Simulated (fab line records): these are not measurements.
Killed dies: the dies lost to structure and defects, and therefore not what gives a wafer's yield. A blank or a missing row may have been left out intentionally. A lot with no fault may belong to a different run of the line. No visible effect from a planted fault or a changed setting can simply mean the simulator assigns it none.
fab line records + flow n5Finfet + part 1 of 2: steps 1 to 3 of 6
[record]
- lots = 22
- wafers = 66
- lastDay = 17
route steps=1938 shown BEOL_M6@1210
lots untouched by any fault: they come from a run of this same line in which no faults occurred
startH: the number of hours between the record's first day and the start of the first shown wafer of the lot + waitH: hours elapsed since this lot's preceding step + " the same as in the row above + L1.1+2: one row covering several wafers at once + - value missing, or start not given + * or withheld: withheld + < > ~ a bound
route shown NAME@n: names a module that has steps shown in the file, with the first one's number in the route + usual: the fault-free wafers' mean and standard deviation + same: alike in all rows + chamber/n: place in a boat + sites: the reading at each site + _std_site: their standard deviation + _edge_site: mean of outer sites minus mean of inner sites + radiusMm: for every site, how far away it sits from the centre of the wafer + mask NAME#n: copy n + behind: tool/chamber where the wafer was last shaped + hold: the reason the lot was held/the length of the hold in hours/how it ended + device: transistor that didn't switch, given as n, p or np + end of line: at the end of the route, the tests of the same wafers + for a step that has no rows: nothing shown but its recipe + killed: at the first sort, the dies lost to defects and structure; wafer yield is something else + map: a wafer's dies, x killed, . not, _ none there
set.NAME: the setting as run; set.NAME@STEP: as run at that earlier step + model.NAME: the simulator's own value behind a step, which no gauge read
one table for each step of the route and one row for each wafer, over a sample of lots
services: when a tool's chamber went out of use (startH, in hours from the record's first day, below 0 if earlier), for how many hours, and the reason
[[steps]]
[step N5_BEOL_M6_DESCUM_16]
[recipe]
- chemistry = O2
- timeS = 7.9
- sourcePowerW = 50
- biasPowerW = 20
- pressureMtorr = 20
- rfFrequencyHz = 2.712e+07
- tempC = 40
- resist = CAR-ArF
- o2FlowSccm = 225
[usual]
- chamberPressureMTorr = 20.001/0.024
- drypumpMotorCurrentA = 5.8/0.38
- oesProductAu = 0.82/0.077
- rfVppV = 243.8/1.2
- showerheadPlenumPTorr = 2.14/0.058
- throttleValvePct = 20.23/0.26
| lot.wafer | tool       | chamber | startH | waitH | chamberPressureMTorr | drypumpMotorCurrentA | oesProductAu | rfHoursCounterH | rfVppV | showerheadPlenumPTorr | throttleValvePct |
|-----------|------------|---------|--------|-------|----------------------|----------------------|--------------|-----------------|--------|-----------------------|------------------|
| L074.2    | rieDiel-04 | 3       | 179.96 | 0.0   | 19.979               | 5.5                  | 0.97         | 6               | 243.3  | 2.14                  | 20.01            |
| L074.3    | "          | 1       | "      | "     | 20.004               | 6.0                  | 0.85         | 58              | 244.2  | 2.12                  | 19.99            |
| L074.4    | "          | 2       | "      | "     | 19.985               | 5.9                  | 0.81         | 92              | 243.3  | 2.11                  | 20.62            |
| L077.2    | rieDiel-05 | 3       | 197.94 | 0.2   | 19.994               | 5.9                  | 0.66         | 248             | 240.8  | 2.06                  | 20.60            |
| L077.3    | "          | 1       | "      | "     | 19.987               | 5.7                  | 0.74         | 142             | 244.7  | 2.18                  | 20.19            |
| L077.4    | "          | 0       | "      | "     | 20.001               | 5.1                  | 0.90         | 21              | 245.1  | 2.23                  | 20.39            |
| L076.3    | rieDiel-06 | 3       | 201.89 | 0.0   | 19.987               | 6.6                  | 0.68         | 241             | 240.0  | 1.97                  | 20.12            |
| L076.5    | "          | 0       | "      | "     | 20.023               | 5.9                  | 0.72         | -               | 244.9  | 2.10                  | 20.33            |
| L076.6    | "          | 1       | "      | "     | 20.001               | 6.5                  | 0.85         | -               | 245.0  | 2.21                  | 20.35            |
| L078.1    | rieDiel-05 | 2       | 205.44 | 0.0   | 20.003               | 5.8                  | 0.91         | 30              | 244.1  | 2.13                  | 19.84            |
| L078.4    | "          | 0       | "      | "     | 20.023               | 5.1                  | 0.89         | -               | 245.6  | 2.23                  | 20.40            |
| L078.5    | "          | 1       | "      | "     | 20.029               | 5.6                  | 0.74         | -               | 244.2  | 2.18                  | 20.21            |
| L079.1    | rieDiel-04 | 0       | 205.61 | 0.0   | 20.012               | 5.4                  | 0.86         | 56              | 243.8  | 2.13                  | 20.34            |
| L079.4    | "          | 2       | "      | "     | 19.965               | 5.9                  | 0.79         | 102             | 244.0  | 2.11                  | 20.63            |
| L079.6    | "          | 1       | "      | "     | 20.007               | 6.0                  | 0.83         | -               | 244.0  | 2.12                  | 19.97            |
| L080.3    | rieDiel-04 | 2       | 219.08 | 0.4   | 20.014               | 5.9                  | 0.79         | 107             | 243.3  | 2.11                  | 20.65            |
| L080.4    | "          | 3       | "      | "     | 20.001               | 5.6                  | 0.92         | 22              | 244.5  | 2.13                  | 20.04            |
| L080.5    | "          | 2       | "      | "     | 20.003               | 5.9                  | 0.80         | -               | 242.7  | 2.11                  | 20.63            |
| L081.3    | rieDiel-05 | 1       | 228.93 | 0.0   | 20.015               | 5.7                  | 0.73         | 157             | 245.0  | 2.17                  | 20.22            |
| L081.5    | "          | 1       | "      | "     | 20.000               | 5.6                  | 0.72         | -               | 243.3  | 2.17                  | 20.23            |
| L081.6    | "          | 0       | "      | "     | 20.002               | 5.1                  | 0.87         | -               | 244.8  | 2.22                  | 20.42            |
| L082.1    | rieDiel-05 | 0       | 232.54 | 0.0   | 20.006               | 5.1                  | 0.86         | 36              | 245.9  | 2.22                  | 20.41            |
| L082.4    | "          | 1       | "      | "     | 19.984               | 5.6                  | 0.73         | -               | 244.9  | 2.17                  | 20.24            |
| L082.6    | "          | 0       | "      | "     | 20.010               | 5.0                  | 0.86         | -               | 245.5  | 2.22                  | 20.40            |
| L083.1    | rieDiel-05 | 1       | 236.65 | 0.0   | 19.984               | 5.6                  | 0.72         | 160             | 244.1  | 2.17                  | 20.21            |
| L083.4    | "          | 2       | "      | "     | 20.015               | 5.8                  | 0.87         | -               | 243.9  | 2.13                  | 19.86            |
| L083.5    | "          | 0       | "      | "     | 19.998               | 5.1                  | 0.86         | -               | 244.8  | 2.22                  | 20.42            |
| L085.3    | rieDiel-05 | 2       | 251.97 | 0.0   | 19.998               | 5.8                  | 0.87         | 52              | 243.7  | 2.13                  | 19.86            |
| L085.5    | "          | 2       | "      | "     | 20.018               | 5.8                  | 0.86         | -               | 242.0  | 2.13                  | 19.87            |
| L085.6    | "          | 1       | "      | "     | 19.999               | 5.7                  | 0.72         | -               | 245.6  | 2.17                  | 20.23            |
| L084.1    | rieDiel-05 | 1       | 261.62 | 0.5   | 20.006               | 5.6                  | 0.72         | 170             | 245.3  | 2.17                  | 20.24            |
| L084.2    | "          | 2       | "      | "     | 19.990               | 5.8                  | 0.86         | 55              | 243.8  | 2.13                  | 19.88            |
| L084.6    | "          | 2       | "      | "     | 19.993               | 5.8                  | 0.87         | -               | 242.4  | 2.13                  | 19.87            |
| L086.1    | rieDiel-04 | 1       | 261.97 | 0.7   | 20.037               | 6.0                  | 0.82         | 88              | 244.3  | 2.11                  | 20.02            |
| L086.5    | "          | 3       | "      | "     | 19.992               | 5.6                  | 0.88         | -               | 243.6  | 2.13                  | 20.06            |
| L086.6    | "          | 2       | "      | "     | 20.003               | 6.0                  | 0.78         | -               | 242.4  | 2.10                  | 20.65            |
| L088.2    | rieDiel-06 | 2       | 265.65 | 0.5   | 20.025               | 5.6                  | 0.74         | 185             | 240.9  | 1.99                  | 20.50            |
| L088.5    | "          | 3       | "      | "     | 20.018               | 6.6                  | 0.98         | -               | 245.8  | 2.23                  | 19.70            |
| L088.6    | "          | 0       | "      | "     | 20.001               | 5.9                  | 0.71         | -               | 242.6  | 2.09                  | 20.37            |
| L087.1    | rieDiel-05 | 1       | 275.10 | 0.0   | 19.975               | 5.6                  | 0.71         | 175             | 243.9  | 2.17                  | 20.22            |
| L087.2    | "          | 0       | "      | "     | 20.013               | 5.1                  | 0.84         | 54              | 245.2  | 2.21                  | 20.45            |
| L087.3    | "          | 3       | "      | "     | 19.972               | 5.9                  | 0.93         | 12              | 242.9  | 2.05                  | 20.22            |
| L089.1    | rieDiel-04 | 0       | 276.22 | 0.0   | 19.999               | 5.4                  | 0.83         | 84              | 244.5  | 2.12                  | 20.41            |
| L089.4    | "          | 3       | "      | "     | 20.003               | 5.6                  | 0.86         | 43              | 246.2  | 2.13                  | 20.08            |
| L089.6    | "          | 0       | "      | "     | 19.998               | 5.4                  | 0.83         | -               | 241.7  | 2.12                  | 20.39            |
| L090.2    | rieDiel-06 | 0       | 279.52 | 0.0   | 19.991               | 5.9                  | 0.72         | 190             | 242.8  | 2.09                  | 20.35            |
| L090.3    | "          | 1       | "      | "     | 19.986               | 6.5                  | 0.83         | 96              | 245.6  | 2.20                  | 20.39            |
| L090.6    | "          | 1       | "      | "     | 20.017               | 6.5                  | 0.83         | -               | 243.9  | 2.21                  | 20.38            |
| L091.1    | rieDiel-06 | 0       | 283.37 | 0.0   | 20.014               | 5.9                  | 0.71         | 191             | 242.8  | 2.09                  | 20.37            |
| L091.2    | "          | 3       | "      | "     | 20.000               | 6.6                  | 0.94         | 11              | 246.7  | 2.22                  | 19.73            |
| L091.3    | "          | 2       | "      | "     | 20.031               | 5.6                  | 0.73         | 191             | 240.6  | 1.99                  | 20.50            |
| L093.1    | rieDiel-04 | 0       | 293.07 | 0.0   | 20.005               | 5.4                  | 0.82         | 90              | 244.3  | 2.12                  | 20.39            |
| L093.5    | "          | 0       | "      | "     | 19.983               | 5.4                  | 0.83         | -               | 242.9  | 2.12                  | 20.39            |
| L093.6    | "          | 1       | "      | "     | 19.975               | 6.0                  | 0.79         | -               | 244.1  | 2.11                  | 20.02            |
| L092.2    | rieDiel-06 | 1       | 297.07 | 0.0   | 19.993               | 6.5                  | 0.82         | 102             | 243.0  | 2.20                  | 20.38            |
| L092.4    | "          | 3       | "      | "     | 19.979               | 6.6                  | 0.93         | -               | 244.2  | 2.22                  | 19.74            |
| L092.5    | "          | 0       | "      | "     | 20.014               | 5.9                  | 0.70         | -               | 242.2  | 2.08                  | 20.38            |
| L094.1    | rieDiel-05 | 1       | 312.66 | 0.0   | 19.994               | 5.7                  | 0.70         | 191             | 244.6  | 2.16                  | 20.26            |
| L094.3    | "          | 0       | "      | "     | 20.016               | 5.1                  | 0.82         | 69              | 244.0  | 2.21                  | 20.47            |
| L094.4    | "          | 2       | "      | "     | 20.000               | 5.8                  | 0.83         | 76              | 245.0  | 2.12                  | 19.90            |
| L095.2    | rieDiel-05 | 2       | 318.12 | 0.0   | 19.996               | 5.8                  | 0.83         | 78              | 243.4  | 2.12                  | 19.91            |
| L095.4    | "          | 3       | "      | "     | 19.991               | 5.9                  | 0.89         | 29              | 243.0  | 2.05                  | 20.25            |
| L095.5    | "          | 0       | "      | "     | 19.967               | 5.0                  | 0.82         | -               | 243.8  | 2.21                  | 20.50            |
| L097.3    | rieDiel-04 | 1       | 330.68 | 0.0   | 19.998               | 6.0                  | 0.78         | 113             | 243.2  | 2.11                  | 20.05            |
| L097.4    | "          | 0       | "      | "     | 19.977               | 5.4                  | 0.81         | 103             | 242.8  | 2.11                  | 20.43            |
| L097.6    | "          | 1       | "      | "     | 20.019               | 6.0                  | 0.78         | -               | 242.4  | 2.10                  | 20.05            |
[step N5_BEOL_M6_ETCH_62]
[recipe]
- chemistry = N2/H2
- target = SOC
- targetDepthA = 1100
- overetchA = 220
- maskMaterial = SiARC
- tempC = 40
- timeS = 165
- ionEnergyEv = 200
- pressureMtorr = 30
- sourceW = 840
- biasW = 150
- n2FlowSccm = 200
- h2FlowSccm = 200
[usual]
- chamberPressureMTorr = 30.002/0.027
- drypumpMotorCurrentA = 5.8/0.38
- n2FlowSccm = 200.0/0.61
- oesProductAu = 0.69/0.062
- rfVppV = 525.3/2.2
- showerheadPlenumPTorr = 2.60/0.073
- throttleValvePct = 17.61/0.27
| lot.wafer | tool       | chamber | startH | waitH | chamberPressureMTorr | drypumpMotorCurrentA | n2FlowSccm | oesProductAu | rfHoursCounterH | rfVppV | showerheadPlenumPTorr | throttleValvePct |
|-----------|------------|---------|--------|-------|----------------------|----------------------|------------|--------------|-----------------|--------|-----------------------|------------------|
| L074.2    | rieDiel-04 | 3       | 180.06 | 0.0   | 30.016               | 5.6                  | 200.5      | 0.80         | 6               | 526.9  | 2.60                  | 17.40            |
| L074.3    | "          | 1       | "      | "     | 29.992               | 6.0                  | 199.8      | 0.72         | 58              | 524.8  | 2.59                  | 17.35            |
| L074.4    | "          | 2       | "      | "     | 29.992               | 6.0                  | 199.6      | 0.68         | 92              | 524.7  | 2.57                  | 18.03            |
| L077.2    | rieDiel-05 | 3       | 198.04 | 0.0   | 30.021               | 5.9                  | 199.2      | 0.56         | 248             | 524.4  | 2.51                  | 18.00            |
| L077.3    | "          | 1       | "      | "     | 30.012               | 5.6                  | 199.7      | 0.63         | 142             | 527.3  | 2.66                  | 17.62            |
| L077.4    | "          | 0       | "      | "     | 30.047               | 5.1                  | 199.4      | 0.76         | 21              | 528.7  | 2.71                  | 17.84            |
| L076.3    | rieDiel-06 | 3       | 201.98 | 0.0   | 30.001               | 6.6                  | 199.9      | 0.57         | 241             | 520.9  | 2.40                  | 17.62            |
| L076.5    | "          | 0       | "      | "     | 29.995               | 5.9                  | 199.3      | 0.62         | -               | 522.9  | 2.54                  | 17.64            |
| L076.6    | "          | 1       | "      | "     | 30.005               | 6.4                  | 199.7      | 0.72         | -               | 527.9  | 2.69                  | 17.75            |
| L078.1    | rieDiel-05 | 2       | 205.53 | 0.0   | 29.995               | 5.8                  | 200.6      | 0.76         | 30              | 524.7  | 2.60                  | 17.17            |
| L078.4    | "          | 0       | "      | "     | 30.026               | 5.1                  | 201.0      | 0.75         | -               | 529.3  | 2.71                  | 17.83            |
| L078.5    | "          | 1       | "      | "     | 29.935               | 5.7                  | 200.5      | 0.62         | -               | 527.5  | 2.66                  | 17.60            |
| L079.1    | rieDiel-04 | 0       | 205.71 | 0.0   | 30.001               | 5.4                  | 200.5      | 0.73         | 56              | 524.0  | 2.58                  | 17.60            |
| L079.4    | "          | 2       | "      | "     | 30.024               | 5.9                  | 199.3      | 0.68         | 102             | 525.4  | 2.57                  | 18.05            |
| L079.6    | "          | 1       | "      | "     | 29.974               | 6.0                  | 199.8      | 0.72         | -               | 525.5  | 2.58                  | 17.37            |
| L080.3    | rieDiel-04 | 2       | 219.17 | 0.0   | 29.978               | 5.9                  | 200.3      | 0.67         | 107             | 524.9  | 2.56                  | 18.07            |
| L080.4    | "          | 3       | "      | "     | 30.040               | 5.6                  | 199.3      | 0.76         | 22              | 525.9  | 2.59                  | 17.45            |
| L080.5    | "          | 2       | "      | "     | 29.979               | 5.9                  | 199.7      | 0.67         | -               | 523.3  | 2.56                  | 18.05            |
| L081.3    | rieDiel-05 | 1       | 229.02 | 0.0   | 29.998               | 5.6                  | 200.1      | 0.62         | 157             | 527.2  | 2.65                  | 17.61            |
| L081.5    | "          | 1       | "      | "     | 30.069               | 5.7                  | 198.8      | 0.61         | -               | 526.9  | 2.65                  | 17.63            |
| L081.6    | "          | 0       | "      | "     | 30.001               | 5.1                  | 200.2      | 0.74         | -               | 527.9  | 2.71                  | 17.86            |
| L082.1    | rieDiel-05 | 0       | 232.63 | 0.0   | 29.986               | 5.1                  | 200.6      | 0.73         | 36              | 529.0  | 2.71                  | 17.88            |
| L082.4    | "          | 1       | "      | "     | 30.043               | 5.6                  | 200.0      | 0.62         | -               | 525.6  | 2.65                  | 17.64            |
| L082.6    | "          | 0       | "      | "     | 29.965               | 5.1                  | 200.6      | 0.74         | -               | 529.6  | 2.71                  | 17.86            |
| L083.1    | rieDiel-05 | 1       | 236.74 | 0.0   | 29.992               | 5.7                  | 200.4      | 0.62         | 160             | 528.0  | 2.65                  | 17.64            |
| L083.4    | "          | 2       | "      | "     | 29.987               | 5.8                  | 200.0      | 0.74         | -               | 524.4  | 2.59                  | 17.22            |
| L083.5    | "          | 0       | "      | "     | 30.010               | 5.1                  | 199.6      | 0.73         | -               | 527.7  | 2.71                  | 17.88            |
| L085.3    | rieDiel-05 | 2       | 252.06 | 0.0   | 29.980               | 5.8                  | 200.6      | 0.73         | 52              | 524.5  | 2.59                  | 17.21            |
| L085.5    | "          | 2       | "      | "     | 29.988               | 5.8                  | 200.0      | 0.73         | -               | 524.4  | 2.59                  | 17.20            |
| L085.6    | "          | 1       | "      | "     | 30.055               | 5.6                  | 200.5      | 0.61         | -               | 525.7  | 2.65                  | 17.63            |
| L084.1    | rieDiel-05 | 1       | 261.71 | 0.0   | 29.982               | 5.6                  | 200.0      | 0.61         | 170             | 527.3  | 2.64                  | 17.65            |
| L084.2    | "          | 2       | "      | "     | 30.008               | 5.8                  | 198.9      | 0.73         | 55              | 525.1  | 2.59                  | 17.22            |
| L084.6    | "          | 2       | "      | "     | 29.969               | 5.8                  | 198.9      | 0.72         | -               | 524.6  | 2.58                  | 17.22            |
| L086.1    | rieDiel-04 | 1       | 262.06 | 0.0   | 29.997               | 6.0                  | 199.5      | 0.69         | 88              | 525.2  | 2.57                  | 17.42            |
| L086.5    | "          | 3       | "      | "     | 29.991               | 5.6                  | 198.9      | 0.74         | -               | 524.4  | 2.59                  | 17.45            |
| L086.6    | "          | 2       | "      | "     | 30.015               | 5.9                  | 198.7      | 0.66         | -               | 523.5  | 2.56                  | 18.07            |
| L088.2    | rieDiel-06 | 2       | 265.75 | 0.0   | 30.013               | 5.6                  | 199.4      | 0.63         | 185             | 520.6  | 2.43                  | 17.87            |
| L088.5    | "          | 3       | "      | "     | 30.005               | 6.6                  | 199.7      | 0.82         | -               | 527.9  | 2.72                  | 17.20            |
| L088.6    | "          | 0       | "      | "     | 30.024               | 5.9                  | 199.8      | 0.60         | -               | 523.7  | 2.53                  | 17.68            |
| L087.1    | rieDiel-05 | 1       | 275.19 | 0.0   | 29.993               | 5.7                  | 200.0      | 0.61         | 175             | 527.9  | 2.64                  | 17.66            |
| L087.2    | "          | 0       | "      | "     | 29.988               | 5.1                  | 199.9      | 0.72         | 54              | 528.5  | 2.70                  | 17.91            |
| L087.3    | "          | 3       | "      | "     | 29.947               | 5.9                  | 200.4      | 0.79         | 12              | 523.2  | 2.50                  | 17.58            |
| L089.1    | rieDiel-04 | 0       | 276.31 | 0.0   | 30.005               | 5.5                  | 199.7      | 0.69         | 84              | 524.9  | 2.56                  | 17.65            |
| L089.4    | "          | 3       | "      | "     | 30.025               | 5.6                  | 200.7      | 0.74         | 43              | 525.9  | 2.58                  | 17.48            |
| L089.6    | "          | 0       | "      | "     | 29.978               | 5.4                  | 199.2      | 0.70         | -               | 524.1  | 2.56                  | 17.66            |
| L090.2    | rieDiel-06 | 0       | 279.61 | 0.0   | 29.960               | 5.9                  | 200.4      | 0.60         | 190             | 523.8  | 2.52                  | 17.69            |
| L090.3    | "          | 1       | "      | "     | 30.006               | 6.4                  | 201.6      | 0.70         | 96              | 526.3  | 2.68                  | 17.78            |
| L090.6    | "          | 1       | "      | "     | 30.026               | 6.5                  | 200.5      | 0.70         | -               | 527.9  | 2.68                  | 17.78            |
| L091.1    | rieDiel-06 | 0       | 283.46 | 0.0   | 30.030               | 5.9                  | 200.0      | 0.60         | 191             | 522.8  | 2.52                  | 17.70            |
| L091.2    | "          | 3       | "      | "     | 29.991               | 6.6                  | 201.7      | 0.79         | 11              | 529.6  | 2.72                  | 17.22            |
| L091.3    | "          | 2       | "      | "     | 29.980               | 5.6                  | 199.6      | 0.62         | 191             | 520.0  | 2.42                  | 17.89            |
| L093.1    | rieDiel-04 | 0       | 293.16 | 0.0   | 30.031               | 5.4                  | 199.4      | 0.70         | 90              | 524.7  | 2.56                  | 17.68            |
| L093.5    | "          | 0       | "      | "     | 30.019               | 5.4                  | 201.3      | 0.70         | -               | 524.3  | 2.56                  | 17.67            |
| L093.6    | "          | 1       | "      | "     | 29.992               | 6.0                  | 199.9      | 0.68         | -               | 524.4  | 2.57                  | 17.44            |
| L092.2    | rieDiel-06 | 1       | 297.16 | 0.0   | 29.941               | 6.5                  | 200.0      | 0.69         | 103             | 529.1  | 2.67                  | 17.79            |
| L092.4    | "          | 3       | "      | "     | 30.021               | 6.6                  | 199.6      | 0.79         | -               | 529.0  | 2.71                  | 17.20            |
| L092.5    | "          | 0       | "      | "     | 30.002               | 5.9                  | 199.0      | 0.60         | -               | 522.1  | 2.52                  | 17.69            |
| L094.1    | rieDiel-05 | 1       | 312.75 | 0.0   | 29.975               | 5.7                  | 199.9      | 0.60         | 191             | 526.6  | 2.64                  | 17.67            |
| L094.3    | "          | 0       | "      | "     | 30.003               | 5.1                  | 200.4      | 0.70         | 69              | 527.9  | 2.69                  | 17.92            |
| L094.4    | "          | 2       | "      | "     | 29.961               | 5.8                  | 199.3      | 0.70         | 76              | 525.1  | 2.58                  | 17.26            |
| L095.2    | rieDiel-05 | 2       | 318.21 | 0.0   | 29.979               | 5.8                  | 200.1      | 0.69         | 78              | 525.3  | 2.57                  | 17.25            |
| L095.4    | "          | 3       | "      | "     | 29.978               | 5.9                  | 200.7      | 0.75         | 29              | 521.9  | 2.49                  | 17.61            |
| L095.5    | "          | 0       | "      | "     | 30.033               | 5.0                  | 200.3      | 0.70         | -               | 528.3  | 2.69                  | 17.93            |
| L097.3    | rieDiel-04 | 1       | 330.77 | 0.0   | 30.003               | 6.0                  | 201.1      | 0.67         | 114             | 524.3  | 2.56                  | 17.46            |
| L097.4    | "          | 0       | "      | "     | 30.000               | 5.4                  | 199.6      | 0.68         | 103             | 525.2  | 2.56                  | 17.68            |
| L097.6    | "          | 1       | "      | "     | 29.990               | 6.0                  | 200.8      | 0.68         | -               | 524.2  | 2.56                  | 17.47            |
[step N5_BEOL_M6_CD_MEAS_28]
[recipe]
- targetCdNm = 40
- landingEnergyEv = 500
- detector = seInlens
[usual]
- cdNm = 39.98/0.21
| lot.wafer | tool     | chamber | startH | waitH | cdNm  |
|-----------|----------|---------|--------|-------|-------|
| L074.2    | cdSem-01 | 0       | 181.70 | -     | 40.02 |
| L074.3    | "        | 0       | "      | "     | 40.19 |
| L074.4    | "        | 0       | "      | "     | 40.04 |
| L077.2    | cdSem-03 | 0       | 203.04 | -     | 40.15 |
| L077.3    | "        | 0       | "      | "     | 39.75 |
| L077.4    | "        | 0       | "      | "     | 39.97 |
| L076.3    | cdSem-01 | 0       | 203.09 | -     | 39.89 |
| L076.5    | "        | 0       | "      | "     | 39.80 |
| L076.6    | "        | 0       | "      | "     | 39.95 |
| L079.1    | cdSem-01 | 0       | 208.28 | -     | 40.11 |
| L079.4    | "        | 0       | "      | "     | 40.19 |
| L079.6    | "        | 0       | "      | "     | 39.91 |
| L078.1    | cdSem-03 | 0       | 208.45 | -     | 39.77 |
| L078.4    | "        | 0       | "      | "     | 39.92 |
| L078.5    | "        | 0       | "      | "     | 39.76 |
| L080.3    | cdSem-03 | 0       | 220.78 | -     | 40.07 |
| L080.4    | "        | 0       | "      | "     | 40.14 |
| L080.5    | "        | 0       | "      | "     | 39.71 |
| L081.3    | cdSem-03 | 0       | 230.27 | -     | 39.83 |
| L081.5    | "        | 0       | "      | "     | 40.31 |
| L081.6    | "        | 0       | "      | "     | 39.99 |
| L082.1    | cdSem-03 | 0       | 234.76 | -     | 39.86 |
| L082.4    | "        | 0       | "      | "     | 39.69 |
| L082.6    | "        | 0       | "      | "     | 39.93 |
| L083.1    | cdSem-02 | 0       | 238.39 | -     | 39.53 |
| L083.4    | "        | 0       | "      | "     | 39.65 |
| L083.5    | "        | 0       | "      | "     | 39.87 |
| L085.3    | cdSem-03 | 0       | 253.97 | -     | 40.01 |
| L085.5    | "        | 0       | "      | "     | 39.84 |
| L085.6    | "        | 0       | "      | "     | 39.99 |
| L086.1    | cdSem-03 | 0       | 264.19 | -     | 40.00 |
| L086.5    | "        | 0       | "      | "     | 39.73 |
| L086.6    | "        | 0       | "      | "     | 39.68 |
| L084.1    | cdSem-01 | 0       | 264.36 | -     | 40.14 |
| L084.2    | "        | 0       | "      | "     | 40.10 |
| L084.6    | "        | 0       | "      | "     | 39.99 |
| L088.2    | cdSem-01 | 0       | 267.33 | -     | 40.00 |
| L088.5    | "        | 0       | "      | "     | 40.17 |
| L088.6    | "        | 0       | "      | "     | 39.87 |
| L087.1    | cdSem-01 | 0       | 276.09 | -     | 39.99 |
| L087.2    | "        | 0       | "      | "     | 39.85 |
| L087.3    | "        | 0       | "      | "     | 40.26 |
| L089.1    | cdSem-03 | 0       | 276.99 | -     | 39.94 |
| L089.4    | "        | 0       | "      | "     | 40.04 |
| L089.6    | "        | 0       | "      | "     | 39.81 |
| L090.2    | cdSem-02 | 0       | 281.60 | -     | 39.84 |
| L090.3    | "        | 0       | "      | "     | 40.22 |
| L090.6    | "        | 0       | "      | "     | 40.03 |
| L091.1    | cdSem-02 | 0       | 284.31 | -     | 39.88 |
| L091.2    | "        | 0       | "      | "     | 40.04 |
| L091.3    | "        | 0       | "      | "     | 40.08 |
| L093.1    | cdSem-01 | 0       | 293.97 | -     | 40.23 |
| L093.5    | "        | 0       | "      | "     | 40.39 |
| L093.6    | "        | 0       | "      | "     | 40.39 |
| L092.2    | cdSem-03 | 0       | 300.11 | -     | 40.31 |
| L092.4    | "        | 0       | "      | "     | 40.07 |
| L092.5    | "        | 0       | "      | "     | 39.77 |
| L094.1    | cdSem-03 | 0       | 316.60 | -     | 39.46 |
| L094.3    | "        | 0       | "      | "     | 39.73 |
| L094.4    | "        | 0       | "      | "     | 39.86 |
| L095.2    | cdSem-01 | 0       | 319.77 | -     | 40.00 |
| L095.4    | "        | 0       | "      | "     | 40.10 |
| L095.5    | "        | 0       | "      | "     | 39.78 |
| L097.3    | cdSem-03 | 0       | 331.58 | -     | 39.79 |
| L097.4    | "        | 0       | "      | "     | 39.89 |
| L097.6    | "        | 0       | "      | "     | 40.11 |
